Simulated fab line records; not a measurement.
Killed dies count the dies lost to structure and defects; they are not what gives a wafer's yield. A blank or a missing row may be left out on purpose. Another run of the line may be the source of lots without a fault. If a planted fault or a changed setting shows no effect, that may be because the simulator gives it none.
fab line records	flow n5Finfet
record lots=7	wafers=39
route steps=1938 shown HKMG_FIN@442 MOL_CONTACT_COAG@581 BEOL_M1@800 BEOL_M4@1064 BEOL_M7@1322 BEOL_M11@1536
startH: start of the lot's first displayed wafer, in hours after the record's first day	waitH: hours from the lot's prior step to this one	" as in the row above	L1.1+2: a row that stands for several wafers	- no value, or no start given	* or withheld: withheld	< > ~ a bound
route shown NAME@n: a module of which the file shows steps, and the number in the route of the first	usual: average and standard deviation across the fault-free wafers	same: alike in all rows	chamber/n: place in a boat	sites: readings site by site	_std_site: standard deviation across them	_edge_site: outer sites' mean less inner sites'	radiusMm: for every site, how far away it sits from the centre of the wafer	mask NAME#n: copy n	behind: the tool/chamber that last shaped the wafer	hold: cause of the lot's hold/its duration in hours/its outcome	device: the transistor (n, p or np) that didn't switch	end of line: the route-end tests of the same wafers	a step with no rows: only its recipe	killed: dies that structure and defects cost at the first sort, which is not the same as the wafer's yield	map: a wafer's dies, marking killed ones x, the rest . and places with no die _
set.NAME: setting as actually run; set.NAME@STEP: the setting as run at that earlier step	model.NAME: the simulator's own value behind a step, which no gauge read
lots with deliberately changed settings; one table per step, one row per wafer
## steps
# step N5_HKMG_FIN_ALD_91
# recipe material=TiN	targetThkA=10	tempC=400	aldPrecursorFamily=TiCl4	aldCoReactant=NH3	pulseTimeS=1	purgeTimeS=3	coReactantPurgeTimeS=2	coReactantPulseTimeS=2	aldCycles=47	pressureTorr=3
lot.wafer	tool	chamber	startH	waitH	set.aldCycles	model.TiN_of_HKMG_FIN_ALD_91.thkNm
L074.1+3+6	aldMetal-02	1,3,1	76.23	0.3	71	1.4
L074.2+4+5	"	0,2,2	"	"	47	1
L081.1	aldMetal-03	2	119.27	0.3	70	1.6
L081.2+4+5	"	0,1,1	"	"	47	1
L081.3+6	"	3,0	"	"	70	1.4
L082.1+2+6	aldMetal-02	1,2,0	127.35	0.3	47	1
L082.3+4+5	"	3,0,1	"	"	39	0.8
L085.1+4+5	aldMetal-02	0,3,0	143.40	0.3	74	1.6
L085.2+3+6	"	2,1,3	"	"	47	1
L089.1+2+4	aldMetal-01	3,2,0	165.62	0.3	47	1
L089.3+5+6	"	1,2,1	"	"	56	1.2
L092.1+2+3	aldMetal-02	0,1,2	185.29	0.3	47	1
L093.1+3+5	aldMetal-02	2,3,2	193.08	0.3	47	1
L093.2+4+6	"	0,1,3	"	"	38	0.8
# step N5_MOL_CONTACT_COAG_ETCH_91
# recipe chemistry=N2/H2	target=SOC	targetDepthA=600	overetchA=210	maskMaterial=SiARC	tempC=40	timeS=101.2	ionEnergyEv=200	pressureMtorr=30	sourceW=840	biasW=150	n2FlowSccm=200	h2FlowSccm=200
lot.wafer	tool	chamber	startH	waitH	set.timeS	model.SiARC_of_MOL_CONTACT_COAG_COAT_76.thkNm
L074.1+4	rieDiel-01	1	99.66	0.0	101.2	5.8
L074.2+6	"	0	"	"	101.2	5.6
L074.3+5	"	3	"	"	101.2	6
L081.1+2+5	rieDiel-01	0,2,0	141.35	0.0	50.77	7.8
L081.3+4	"	3	"	"	101.2	6
L081.6	"	2	"	"	101.2	5.6
L082.1	rieDiel-01	2	148.84	0.0	101.2	5.6
L082.2+5	"	0,2	"	"	101.2	5.8
L082.3+6	"	3	"	"	84	6.8
L082.4	"	0	"	"	84	6.4
L085.1	rieDiel-02	3	165.22	0.0	101.2	6
L085.2+3+6	"	1,2,1	"	"	101.2	5.8
L085.4+5	"	0	"	"	101.2	5.6
L089.1+6	rieDiel-01	1	189.34	0.0	101.2	5.6
L089.2	"	3	"	"	157.2	3.8
L089.3	"	0	"	"	101.2	5.8
L089.4	"	2	"	"	157.2	3.2
L089.5	"	0	"	"	157.2	3.4
L092.1	rieDiel-02	1	207.00	0.0	101.2	5.8
L092.2	"	3	"	"	101.2	6
L092.3	"	0	"	"	101.2	5.6
L093.1	rieDiel-04	3	216.22	0.0	80.72	6.4
L093.2	"	0	"	"	101.2	5.8
L093.3	"	2	"	"	101.2	5.6
L093.4	"	1	"	"	80.72	6.8
L093.5	"	1	"	"	101.2	6
L093.6	"	2	"	"	80.72	6.6
# step N5_MOL_CONTACT_COAG_STRIP_92
# recipe chemistry=N2/H2	tempC=40	n2FlowSccm=200	h2FlowSccm=200	rfFrequencyHz=6e+07
# step N5_MOL_CONTACT_COAG_STRIP_93
# recipe chemistry=N2/H2	tempC=40	n2FlowSccm=200	h2FlowSccm=200	rfFrequencyHz=6e+07
# step N5_MOL_CONTACT_COAG_VIA_ETCH_46
# recipe chemistry=C4F6/O2	targetDepthA=460	overetchA=92	maskMaterial=SOC	target=SiO2	biasW=455	pressureMtorr=10	timeS=40	sourceW=325	Ar_flow_sccm=300	C4F6_flow_sccm=10	O2_flow_sccm=10	ionEnergyEv=575.3	ends=endPoint
# step N5_MOL_CONTACT_COAG_STRIP_96
# recipe chemistry=N2/H2	powerW=500	tempC=40	pressureMtorr=50	rfFrequencyHz=6e+07	overashFraction=0.3	biasPowerW=28	h2Frac=0.5	n2FlowSccm=300	h2FlowSccm=300
# step N5_MOL_CONTACT_COAG_ETCH_47
# recipe chemistry=CH3F/O2	target=SiNx	targetDepthA=270	maskMaterial=SiO2	stopOn=W	overEtchFrac=0.2	ionEnergyEv=120	endpoint=OES-CN	pressureMtorr=30	sourceW=395	biasW=73	Ar_flow_sccm=150	CH3F_flow_sccm=30	O2_flow_sccm=20	ends=endPoint
# usual etchRfOnTimeS=31.1/0.7
lot.wafer	tool	chamber	startH	waitH	set.timeS@MOL_CONTACT_COAG_ETCH_91	etchRfOnTimeS	model.etch.overEtchS
L074.1	rieDiel-01	1	99.89	0.0	101.2	31.7	5.287
L074.2	"	0	"	"	101.2	31.4	5.226
L074.3	"	3	"	"	101.2	31.7	5.286
L074.4	"	1	"	"	101.2	31.8	5.308
L074.5	"	3	"	"	101.2	31.6	5.266
L074.6	"	0	"	"	101.2	31.7	5.289
L081.1	rieDiel-01	0	141.58	0.0	50.77	50.8	0
L081.2	"	2	"	"	50.77	50.8	0
L081.3	"	3	"	"	101.2	31.6	5.269
L081.4	"	3	"	"	101.2	32.2	5.358
L081.5	"	0	"	"	50.77	50.8	0
L081.6	"	2	"	"	101.2	30.1	5.023
L082.1	rieDiel-01	2	149.07	0.0	101.2	30.5	5.077
L082.2	"	0	"	"	101.2	31.4	5.23
L082.3	"	3	"	"	84	32.0	5.336
L082.4	"	0	"	"	84	31.7	5.279
L082.5	"	2	"	"	101.2	30.3	5.048
L082.6	"	3	"	"	84	31.8	5.308
L085.1	rieDiel-02	3	165.45	0.0	101.2	31.9	5.323
L085.2	"	1	"	"	101.2	31.1	5.188
L085.3	"	2	"	"	101.2	31.5	5.254
L085.4	"	0	"	"	101.2	29.7	4.951
L085.5	"	0	"	"	101.2	30.0	5.006
L085.6	"	1	"	"	101.2	31.0	5.171
L089.1	rieDiel-01	1	189.57	0.0	101.2	31.3	5.215
L089.2	"	3	"	"	157.2	31.3	5.219
L089.3	"	0	"	"	101.2	31.6	5.262
L089.4	"	2	"	"	157.2	30.2	5.038
L089.5	"	0	"	"	157.2	31.5	5.255
L089.6	"	1	"	"	101.2	31.1	5.189
L092.1	rieDiel-02	1	207.23	0.0	101.2	31.3	5.225
L092.2	"	3	"	"	101.2	31.8	5.302
L092.3	"	0	"	"	101.2	30.2	5.035
L093.1	rieDiel-04	3	216.45	0.0	80.72	29.2	4.87
L093.2	"	0	"	"	101.2	31.4	5.234
L093.3	"	2	"	"	101.2	30.3	5.054
L093.4	"	1	"	"	80.72	32.0	5.328
L093.5	"	1	"	"	101.2	31.8	5.308
L093.6	"	2	"	"	80.72	30.2	5.04
# step N5_BEOL_M1_TRENCH_ETCH_37
# recipe chemistry=C4F6/O2	targetDepthA=552.07	target=SiOC	timeS=29	ionEnergyEv=250	pressureMtorr=30	sourceW=355	biasW=185	Ar_flow_sccm=300	C4F6_flow_sccm=10	O2_flow_sccm=10
lot.wafer	tool	chamber	startH	waitH	set.timeS	model.etch.depthNm	model.BEOL_M1.featureDepthNm	model.TiN_of_BEOL_M1_HM_DEP_02.thkNm
L074.1	rieDiel-03	3	-	-	29	54.68	54.6	17.4
L074.2	"	2	"	"	16.7	31.09	31	18.2
L074.3	"	0	"	"	16.7	31.3	31.4	18.4
L074.4	"	1	"	"	29	54.3	54.4	17
L074.5	"	2	"	"	16.7	31.48	31.4	18
L074.6	"	1	"	"	29	54.81	54.8	17.4
L081.1	rieDiel-05	2	-	-	29	54.63	54.6	17.6
L081.2	"	0	"	"	29	56.91	57	17.2
L081.3	"	3	"	"	29	55.58	55.6	17.2
L081.4	"	1	"	"	29	53.96	54	17.4
L081.5	"	3	"	"	29	55.61	55.6	17
L081.6	"	2	"	"	29	55.02	55	17.2
L082.1	rieDiel-03	3	-	-	29	54.65	54.6	17
L082.2	"	0	"	"	12.92	24.31	24.4	18.6
L082.3	"	2	"	"	12.92	24.05	24	18.6
L082.4	"	3	"	"	29	54.85	54.8	17
L082.5	"	0	"	"	12.92	24.16	24.2	18.4
L082.6	"	2	"	"	29	54.04	54	17.2
L085.1	rieDiel-03	1	-	-	29	55	55	17.2
L085.2	"	0	"	"	39.72	74.02	74	16.4
L085.3	"	2	"	"	39.72	73.91	74	16.4
L085.4	"	3	"	"	29	54.49	54.4	17.4
L085.5	"	0	"	"	39.72	74.06	74	16.2
L085.6	"	3	"	"	29	54.54	54.6	17
L089.1	rieDiel-03	0	-	-	45.1	84.04	84	16.4
L089.2	"	1	"	"	29	54.85	54.8	17.4
L089.3	"	2	"	"	45.1	82.89	82.8	16.4
L089.4	"	3	"	"	29	53.36	53.4	18
L089.5	"	3	"	"	45.1	83.68	83.6	16.4
L089.6	"	2	"	"	29	53.02	53	18
L092.1	rieDiel-06	2	-	-	29	55.24	55.2	17.6
L092.2	"	3	"	"	29	55.28	55.2	17.6
L092.3	"	0	"	"	29	54.39	54.4	17.8
L093.1	rieDiel-05	0	-	-	36.52	72.45	72.4	17.6
L093.2	"	3	"	"	36.52	69.31	69.4	17.4
L093.3	"	2	"	"	29	54.89	54.8	17.8
L093.4	"	1	"	"	36.52	67.89	67.8	17.4
L093.5	"	1	"	"	29	53.67	53.6	18
L093.6	"	2	"	"	29	54.85	54.8	18
# step N5_BEOL_M1_ETCH_41
# recipe chemistry=CH3F/O2	target=SiCN	targetDepthA=319	taperDeg=2	timeS=57.8	ionEnergyEv=120	maskMaterial=TiN	pressureMtorr=30	sourceW=395	biasW=75	Ar_flow_sccm=150	CH3F_flow_sccm=30	O2_flow_sccm=20
# step N5_BEOL_M1_STRIP_97
# recipe chemistry=N2/H2	timeS=10	powerW=450	tempC=40	pressureMtorr=20	rfFrequencyHz=6e+07	biasPowerW=7	n2FlowSccm=200	h2FlowSccm=200
# step N5_BEOL_M1_OCD_MEAS_38
# usual trenchDepthNm=54.6/0.87
lot.wafer	tool	chamber	startH	waitH	set.timeS@BEOL_M1_TRENCH_ETCH_37	trenchDepthNm
L074.1	ocd-01	-	126.38	-	29	54.9
L074.2	"	-	"	"	16.7	30.7
L074.3	"	-	"	"	16.7	30.9
L074.4	"	-	"	"	29	54.2
L074.5	"	-	"	"	16.7	31.7
L074.6	"	-	"	"	29	55.2
L081.1	ocd-02	-	168.45	-	29	54.5
L081.2	"	-	"	"	29	57.1
L081.3	"	-	"	"	29	55.5
L081.4	"	-	"	"	29	53.9
L081.5	"	-	"	"	29	54.9
L081.6	"	-	"	"	29	55.0
L082.1	ocd-02	-	174.31	-	29	54.9
L082.2	"	-	"	"	12.92	24.5
L082.3	"	-	"	"	12.92	23.8
L082.4	"	-	"	"	29	54.8
L082.5	"	-	"	"	12.92	24.5
L082.6	"	-	"	"	29	54.3
L085.1	ocd-01	-	188.78	-	29	54.8
L085.2	"	-	"	"	39.72	74.3
L085.3	"	-	"	"	39.72	74.2
L085.4	"	-	"	"	29	54.2
L085.5	"	-	"	"	39.72	74.4
L085.6	"	-	"	"	29	54.7
L089.1	ocd-02	-	214.54	-	45.1	84.2
L089.2	"	-	"	"	29	54.7
L089.3	"	-	"	"	45.1	83.0
L089.4	"	-	"	"	29	53.6
L089.5	"	-	"	"	45.1	83.7
L089.6	"	-	"	"	29	53.3
L092.1	ocd-02	-	242.46	-	29	55.2
L092.2	"	-	"	"	29	55.2
L092.3	"	-	"	"	29	54.4
L093.1	ocd-02	-	252.40	-	36.52	72.3
L093.2	"	-	"	"	36.52	68.8
L093.3	"	-	"	"	29	55.1
L093.4	"	-	"	"	36.52	67.5
L093.5	"	-	"	"	29	53.7
L093.6	"	-	"	"	29	55.3
# step N5_BEOL_M4_ETCH_70
# recipe chemistry=N2/H2	target=SOC	targetDepthA=800	overetchA=240	maskMaterial=SiARC	tempC=40	timeS=130	ionEnergyEv=200	pressureMtorr=30	sourceW=840	biasW=150	n2FlowSccm=200	h2FlowSccm=200
lot.wafer	tool	chamber	startH	waitH	set.timeS	model.etch.depthNm	model.SiARC_of_BEOL_M4_COAT_68.thkNm
L074.1	rieDiel-01	1	157.11	0.0	130	59.95	5.8
L074.2	"	0	"	"	130	60.2	5.8
L074.3	"	2	"	"	130	60	5.6
L074.4	"	3	"	"	130	60	6
L074.5	"	2	"	"	130	60.13	5.6
L074.6	"	3	"	"	130	60.02	6.2
L081.1	rieDiel-01	3	208.16	0.0	130	60.34	6
L081.2	"	0	"	"	130	60.22	5.6
L081.3	"	1	"	"	130	60.29	5.4
L081.4	"	2	"	"	130	60.24	5.6
L081.5	"	0	"	"	130	60.35	5.6
L081.6	"	3	"	"	130	60.26	6
L082.1	rieDiel-01	1	213.50	0.0	155.4	59.93	4.4
L082.2	"	3	"	"	130	59.9	6.2
L082.3	"	0	"	"	130	60.07	5.8
L082.4	"	2	"	"	130	59.69	5.6
L082.5	"	3	"	"	155.4	59.92	5
L082.6	"	0	"	"	155.4	60.06	4.6
L085.1	rieDiel-01	3	225.54	0.0	70.54	56.34	8.8
L085.2	"	0	"	"	130	60.04	5.6
L085.3	"	1	"	"	70.54	56.59	8.6
L085.4	"	2	"	"	130	59.91	5.6
L085.5	"	3	"	"	70.54	56.01	8.8
L085.6	"	2	"	"	130	60.16	5.6
L089.1	rieDiel-02	2	270.07	0.0	130	60.03	5.8
L089.2	"	0	"	"	130	59.98	5.4
L089.3	"	3	"	"	130	60.2	6.2
L089.4	"	1	"	"	130	60	5.8
L089.5	"	0	"	"	130	59.94	5.6
L089.6	"	3	"	"	130	59.91	6
L092.1	rieDiel-01	3	278.74	0.0	130	59.86	6
L092.2	"	0	"	"	130	59.85	5.6
L092.3	"	1	"	"	130	59.87	5.6
L093.1	rieDiel-02	3	284.52	0.0	130	60	6
L093.2	"	0	"	"	130	60.01	5.6
L093.3	"	2	"	"	66.71	50.25	9
L093.4	"	1	"	"	66.71	53.28	8.8
L093.5	"	0	"	"	66.71	56.07	8.6
L093.6	"	3	"	"	130	60.2	6
# step N5_BEOL_M7_CVD_78
# recipe material=Co	targetThkA=20	tempC=withheld	precursor=CCTBA/H2	pressureTorr=30	timeS=142.3
lot.wafer	tool	chamber	startH	waitH	set.targetThkA	model.Co_of_BEOL_M7_CVD_78.thkNm
L074.1+4	cvdCo-01	0,1	191.46	0.2	10.91	1
L074.2+3	"	2,1	"	"	20	2
L074.5	"	0	"	"	10.91	1.2
L074.6	"	2	"	"	20	2.2
L081.1+4+6	cvdCo-02	1,1,2	243.43	0.1	25.71	2.4
L081.2	"	2	"	"	20	1.8
L081.3+5	"	0	"	"	20	2
L082.1	cvdCo-01	0	250.98	0.1	20	1.8
L082.2+6	"	2	"	"	10.55	1.2
L082.3	"	0	"	"	20	2
L082.4	"	2	"	"	20	2.2
L082.5	"	0	"	"	10.55	0.8
L085.1+3+6	cvdCo-01	0	259.16	0.1	23.24	2.2
L085.2	"	2	"	"	20	2.2
L085.4+5	"	2	"	"	20	2
L089.1+3	cvdCo-01	0,1	304.20	0.1	20	2
L089.2	"	2	"	"	13.14	1.4
L089.4	"	1	"	"	20	1.8
L089.5+6	"	0,2	"	"	13.14	1.2
L092.1+2	cvdCo-02	0,1	313.52	0.1	20	2
L092.3	"	2	"	"	20	1.8
L093.1	cvdCo-02	2	323.01	0.0	14.86	1.4
L093.2	"	0	"	"	20	2.2
L093.3+5	"	1	"	"	14.86	1.6
L093.4	"	0	"	"	20	2
L093.6	"	2	"	"	20	1.8
# step N5_BEOL_M11_ILD_DEP_00
# recipe material=SiCOH_lowk	targetThkA=3085.1	tempC=300	precursor=DEMS/porogen	pressureTorr=5	rfW=500	timeS=58
lot.wafer	tool	chamber	startH	waitH	set.timeS	model.SiCOH_lowk_of_BEOL_M11_ILD_DEP_00.thkNm
L074.1	pecvd-01	0	214.31	0.0	78.84	415.2
L074.2	"	2	"	"	58	308.8
L074.3	"	1	"	"	58	311.6
L074.4	"	2	"	"	58	312.6
L074.5	"	0	"	"	78.84	418.8
L074.6	"	1	"	"	78.84	421.4
L081.1	pecvd-02	1	270.45	0.0	36.56	197
L081.2	"	0	"	"	58	303.8
L081.3	"	2	"	"	58	303.6
L081.4	"	1	"	"	36.56	200.8
L081.5	"	0	"	"	36.56	196.6
L081.6	"	2	"	"	58	309
L082.1+2	pecvd-04	1,0	274.99	0.0	58	301.6
L082.3	"	2	"	"	58	301
L082.4	"	0	"	"	58	308
L082.5	"	2	"	"	58	307.6
L082.6	"	1	"	"	58	306
L085.1	pecvd-04	0	289.13	0.0	58	301.2
L085.2	"	2	"	"	58	301.8
L085.3	"	1	"	"	58	303.2
L085.4	"	0	"	"	69.61	367.2
L085.5	"	1	"	"	69.61	367.8
L085.6	"	2	"	"	69.61	366.2
L089.1	pecvd-04	2	326.79	0.0	58	300.6
L089.2	"	1	"	"	73.85	378.2
L089.3	"	0	"	"	73.85	377.6
L089.4	"	0	"	"	73.85	387.4
L089.5	"	2	"	"	58	304.4
L089.6	"	1	"	"	58	306.6
L092.1	pecvd-04	1	339.24	0.0	58	301.4
L092.2	"	0	"	"	58	302.4
L092.3	"	2	"	"	58	304.8
L093.1	pecvd-01	0	352.32	0.0	58	313
L093.2	"	2	"	"	58	312.4
L093.3	"	1	"	"	58	308
L093.4	"	0	"	"	58	317.2
L093.5	"	1	"	"	58	314.6
L093.6	"	2	"	"	58	314
# step N5_BEOL_M11_CURE_71
# recipe tempC=385	timeS=240	ambient=He/Ar	material=SiCOH_lowk
lot.wafer	tool	chamber	startH	waitH	set.timeS@BEOL_M11_ILD_DEP_00	model.SiCOH_lowk_of_BEOL_M11_ILD_DEP_00.thkNm
L074.1	uvCure-03	2	214.39	0.0	78.84	362.8
L074.2	"	2	"	"	58	268.4
L074.3	"	2	"	"	58	270.6
L074.4	"	2	"	"	58	271.6
L074.5	"	2	"	"	78.84	366
L074.6	"	2	"	"	78.84	368.4
L081.1	uvCure-03	1	270.52	0.0	36.56	170
L081.2	"	1	"	"	58	263.8
L081.3	"	1	"	"	58	263.6
L081.4	"	1	"	"	36.56	173.4
L081.5	"	1	"	"	36.56	169.6
L081.6	"	1	"	"	58	268.4
L082.1	uvCure-02	1	275.07	0.0	58	261.8
L082.2	"	1	"	"	58	262
L082.3	"	1	"	"	58	261.4
L082.4	"	1	"	"	58	267.6
L082.5	"	1	"	"	58	267.2
L082.6	"	1	"	"	58	265.8
L085.1	uvCure-03	0	289.21	0.1	58	261.4
L085.2	"	0	"	"	58	262
L085.3	"	0	"	"	58	263.4
L085.4	"	0	"	"	69.61	320
L085.5	"	0	"	"	69.61	320.6
L085.6	"	0	"	"	69.61	319.2
L089.1	uvCure-02	0	326.87	0.0	58	261
L089.2	"	0	"	"	73.85	329.8
L089.3	"	0	"	"	73.85	329.4
L089.4	"	0	"	"	73.85	338
L089.5	"	0	"	"	58	264.4
L089.6	"	0	"	"	58	266.2
L092.1	uvCure-01	2	339.32	0.0	58	261.8
L092.2	"	2	"	"	58	262.6
L092.3	"	2	"	"	58	264.6
L093.1	uvCure-01	2	352.39	0.0	58	272
L093.2	"	2	"	"	58	271.4
L093.3	"	2	"	"	58	267.6
L093.4	"	2	"	"	58	275.8
L093.5	"	2	"	"	58	273.4
L093.6	"	2	"	"	58	272.8
# step N5_BEOL_M11_THK_MEAS_01
# recipe reads=SiCOH_lowk_of_BEOL_M11_ILD_DEP_00
# usual M11_ILD_THK=267/4
lot.wafer	tool	chamber	startH	waitH	set.timeS@BEOL_M11_ILD_DEP_00	M11_ILD_THK[nm]
L074.1	filmMetro-01	-	214.90	0.4	78.84	362
L074.2	"	-	"	"	58	268
L074.3	"	-	"	"	58	271
L074.4	"	-	"	"	58	272
L074.5	"	-	"	"	78.84	366
L074.6	"	-	"	"	78.84	368
L081.1	filmMetro-01	-	271.04	0.4	36.56	170
L081.2	"	-	"	"	58	264
L081.3	"	-	"	"	58	264
L081.4	"	-	"	"	36.56	173
L081.5	"	-	"	"	36.56	170
L081.6	"	-	"	"	58	268
L082.1	filmMetro-02	-	275.58	0.4	58	262
L082.2	"	-	"	"	58	262
L082.3	"	-	"	"	58	261
L082.4	"	-	"	"	58	268
L082.5	"	-	"	"	58	267
L082.6	"	-	"	"	58	266
L085.1	filmMetro-02	-	289.72	0.4	58	262
L085.2	"	-	"	"	58	262
L085.3	"	-	"	"	58	264
L085.4	"	-	"	"	69.61	320
L085.5	"	-	"	"	69.61	321
L085.6	"	-	"	"	69.61	319
L089.1	filmMetro-02	-	327.86	0.8	58	261
L089.2	"	-	"	"	73.85	330
L089.3	"	-	"	"	73.85	330
L089.4	"	-	"	"	73.85	338
L089.5	"	-	"	"	58	264
L089.6	"	-	"	"	58	266
L092.1	filmMetro-01	-	339.83	0.4	58	262
L092.2	"	-	"	"	58	263
L092.3	"	-	"	"	58	265
L093.1	filmMetro-01	-	352.91	0.4	58	272
L093.2	"	-	"	"	58	271
L093.3	"	-	"	"	58	268
L093.4	"	-	"	"	58	276
L093.5	"	-	"	"	58	273
L093.6	"	-	"	"	58	273
## key
split step=N5_HKMG_FIN_ALD_91	setting=aldCycles	stated=47	by=wafer
response step=N5_HKMG_FIN_ALD_91	reading=model.TiN_of_HKMG_FIN_ALD_91.thkNm	change=+0.00952	per=1%	r=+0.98
split step=N5_MOL_CONTACT_COAG_ETCH_91	setting=timeS	stated=101.2	by=wafer
response step=N5_MOL_CONTACT_COAG_ETCH_91	reading=model.SiARC_of_MOL_CONTACT_COAG_COAT_76.thkNm	change=-0.0401	per=1%	r=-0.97
response step=N5_MOL_CONTACT_COAG_ETCH_47	reading=etchRfOnTimeS	shape=bent	atLowest=*	atStated=*	atHighest=*
response step=N5_MOL_CONTACT_COAG_ETCH_47	reading=model.etch.overEtchS	shape=bent	atLowest=0	atStated=5.199	atHighest=5.171
split step=N5_BEOL_M1_TRENCH_ETCH_37	setting=timeS	stated=29	by=wafer
response step=N5_BEOL_M1_TRENCH_ETCH_37	reading=model.etch.depthNm	change=+0.544	per=1%	r=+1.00
response step=N5_BEOL_M1_TRENCH_ETCH_37	reading=model.BEOL_M1.featureDepthNm	change=+0.544	per=1%	r=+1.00
response step=N5_BEOL_M1_TRENCH_ETCH_37	reading=model.TiN_of_BEOL_M1_HM_DEP_02.thkNm	change=-0.0243	per=1%	r=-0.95
response step=N5_BEOL_M1_OCD_MEAS_38	reading=trenchDepthNm	change=+0.546	per=1%	r=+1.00
split step=N5_BEOL_M4_ETCH_70	setting=timeS	stated=130	by=wafer
response step=N5_BEOL_M4_ETCH_70	reading=model.etch.depthNm	change=+0.105	per=1%	r=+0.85
response step=N5_BEOL_M4_ETCH_70	reading=model.SiARC_of_BEOL_M4_COAT_68.thkNm	change=-0.0639	per=1%	r=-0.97
split step=N5_BEOL_M7_CVD_78	setting=targetThkA	stated=20	by=wafer
response step=N5_BEOL_M7_CVD_78	reading=model.Co_of_BEOL_M7_CVD_78.thkNm	change=+0.0194	per=1%	r=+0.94
split step=N5_BEOL_M11_ILD_DEP_00	setting=timeS	stated=58	by=wafer
response step=N5_BEOL_M11_ILD_DEP_00	reading=model.SiCOH_lowk_of_BEOL_M11_ILD_DEP_00.thkNm	change=+2.95	per=1%	r=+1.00
response step=N5_BEOL_M11_CURE_71	reading=model.SiCOH_lowk_of_BEOL_M11_ILD_DEP_00.thkNm	change=+2.61	per=1%	r=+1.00
response step=N5_BEOL_M11_THK_MEAS_01	reading=M11_ILD_THK	change=+2.61	per=1%	r=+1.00
